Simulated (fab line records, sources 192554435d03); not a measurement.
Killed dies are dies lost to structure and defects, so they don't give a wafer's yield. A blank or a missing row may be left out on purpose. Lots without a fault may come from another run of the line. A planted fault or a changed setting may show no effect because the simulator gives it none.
Split-lot experiment | flow n5_finfet | 7 lots, 21 wafers read, on a route of 1938 steps

THE SPLIT
At N5_MOL_CONTACT_COAG_COAT_34 (resist thk 40 nm), the setting spin_rpm was moved away from the recipe's 1500 rpm on 7 of the 21 wafers read, by -10.5% to +3.8%. The other wafers ran this setting at the recipe's value.

FROM THE SPLIT TO THE READING: what the file shows between them, 4 steps
- N5_MOL_CONTACT_COAG_EXPOSE_37: exposes mask VD, defocus 0 nm (also split here: dose_mj)
- N5_MOL_CONTACT_COAG_PEB_38: peb time 60 s
- N5_MOL_CONTACT_COAG_DEVELOP_39: develop time 30 s
- N5_MOL_CONTACT_COAG_CD_MEAS_40: target cd 25.1 nm

THE READING
CAR-EUV_of_MOL_CONTACT_COAG_COAT_34.thk_nm (the simulator's own value, which no gauge read), in nm, at N5_MOL_CONTACT_COAG_DESCUM_45 (chemistry O2, time 7 s). The file gives no usual value for it. The 14 wafers here that ran the recipe average 36.1 nm, standard deviation 0.12 nm.

wafer  | tool, chamber at the split | spin_rpm as run, rpm | against the recipe | CAR-EUV_of_MOL_CONTACT_COAG_COAT_34.thk_nm, nm | against lot-mates on the recipe
L075.1 | litho_track-01, 0          | 1500                 | recipe             | 36                                             | -
L075.3 | litho_track-01, 0          | 1416                 | -5.6%              | 37.2                                           | +1.2
L075.4 | litho_track-01, 0          | 1416                 | -5.6%              | 37.2                                           | +1.2
L077.1 | litho_track-05, 0          | 1400                 | -6.7%              | 37.6                                           | +1.3
L077.2 | litho_track-05, 0          | 1500                 | recipe             | 36.2                                           | -
L077.6 | litho_track-05, 0          | 1500                 | recipe             | 36.4                                           | -
L083.3 | litho_track-01, 0          | 1370                 | -8.7%              | 38                                             | +1.8
L083.4 | litho_track-01, 0          | 1500                 | recipe             | 36.2                                           | -
L083.6 | litho_track-01, 0          | 1500                 | recipe             | 36.2                                           | -
L090.1 | litho_track-01, 0          | 1500                 | recipe             | 36                                             | -
L090.4 | litho_track-01, 0          | 1500                 | recipe             | 36.2                                           | -
L090.5 | litho_track-01, 0          | 1557                 | +3.8%              | 35.4                                           | -0.7
L091.1 | litho_track-05, 0          | 1500                 | recipe             | 36                                             | -
L091.4 | litho_track-05, 0          | 1500                 | recipe             | 36                                             | -
L091.5 | litho_track-05, 0          | 1342                 | -10.5%             | 38.4                                           | +2.4
L094.3 | litho_track-01, 0          | 1500                 | recipe             | 36.2                                           | -
L094.5 | litho_track-01, 0          | 1500                 | recipe             | 36.2                                           | -
L094.6 | litho_track-01, 0          | 1500                 | recipe             | 36                                             | -
L095.2 | litho_track-03, 0          | 1500                 | recipe             | 36                                             | -
L095.4 | litho_track-03, 0          | 1500                 | recipe             | 36.2                                           | -
L095.6 | litho_track-03, 0          | 1379                 | -8.1%              | 37.8                                           | +1.7

THE FIT
A straight line over all 21 wafers: CAR-EUV_of_MOL_CONTACT_COAG_COAT_34.thk_nm changes by -0.21 nm for each +1% of spin_rpm; r = -0.99; the points scatter about the line by 0.11 nm.
The same after taking each lot's own level away (the mean of its wafers on the recipe; 21 wafers): -0.212 nm for each +1%; r = -0.99; scatter 0.086 nm.
On that fit, the largest move of spin_rpm shifts the reading by 2.2 nm.
The lots' own levels span 36.00 to 36.30 nm, that is 2.5 times the standard deviation above.
So the lot-to-lot level changes the slope little: the two slopes agree.
Check: with one of the wafers moved furthest among these (-10.5%) left out of the fit, the line predicts +2.17 nm for it against its lot-mates. It came out at +2.4 nm against them.

OTHER SPLITS ON THESE WAFERS
These wafers also went through other splits before the reading. Each is held against what the fit with the lots' levels taken away leaves over:
other split on the same wafers        | wafers away from the commonest value | r with CAR-EUV_of_MOL_CONTACT_COAG_COAT_34.thk_nm (lot level and that fit taken away)
N5_GATE_CUT_EXPOSE_10 dose_mj         | 6                                    | +0.01
N5_MOL_CONTACT_COAG_ETCH_110 source_w | 4                                    | -0.36
N5_MOL_CONTACT_COAG_EXPOSE_37 dose_mj | 8                                    | -0.05

THE WHOLE CHAIN: every reading that the file lists as answering this split, in the file's order
step                          | what it does           | reading                                                                                     | change (the file's fit)               | r (the file's)
N5_MOL_CONTACT_COAG_COAT_34   | resist thk 40 nm       | CAR-EUV_of_MOL_CONTACT_COAG_COAT_34.thk_nm (the simulator's own value, which no gauge read) | -0.217 nm for each +1% of the setting | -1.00
N5_MOL_CONTACT_COAG_DESCUM_45 | chemistry O2, time 7 s | CAR-EUV_of_MOL_CONTACT_COAG_COAT_34.thk_nm (the simulator's own value, which no gauge read) | -0.213 nm for each +1% of the setting | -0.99

THE FILE'S OWN FIT
CAR-EUV_of_MOL_CONTACT_COAG_COAT_34.thk_nm changes by -0.213 nm for each +1% of spin_rpm, r = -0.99.
